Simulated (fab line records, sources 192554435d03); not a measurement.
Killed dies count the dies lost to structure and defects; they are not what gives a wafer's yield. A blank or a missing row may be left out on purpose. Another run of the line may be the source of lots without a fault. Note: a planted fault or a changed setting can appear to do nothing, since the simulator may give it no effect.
Matching of chambers	flow n5 finfet	4 sister chambers for N5_FIN_SAQP_ALD_61 on ald sin-01
The step deposits SiO2, target thk 4 nm, pulse time 1 s, purge time 2 s. 4 wafers are shown with their chamber, then 7 later ones without.

## EACH WAFER AND ITS CHAMBER
wafer	chamber	heater power w (W)
L575.4	3	488
L575.5	2	458
L580.1	1	506
L580.2	0	439

## WAFERS WITHOUT THEIR CHAMBER
wafer	heater power w (W)
L580.5	505
L584.2	489
L584.5	443
L584.6	484
L585.1	486
L585.4	496
L585.6	501

## EACH ONE'S CHAMBER
wafer	from the rows above	in truth
L580.5	1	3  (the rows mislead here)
L584.2	3	3
L584.5	0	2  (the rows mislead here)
L584.6	3	3
L585.1	3	3
L585.4	can't be placed: 3 or 1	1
L585.6	can't be placed: 1 or 3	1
Correct placement for 3 of the 7. These rows do not allow placing 2 (true chamber among the candidates in 2). Number placed wrongly: 2.
How it was worked out, from the rows above alone: a wafer's distance from a chamber is the root of the sum, over the readings, of the square of ((its reading less the chamber's mean) divided by the reading's scatter). The wafer belongs to the nearest chamber; if the next one is less than 2 further off, it can't be placed. For every chamber, the mean is computed from those of its wafers that are shown. The scatter: root of mean squared gap, hidden wafer to nearest shown wafer, with one shown wafer a chamber.
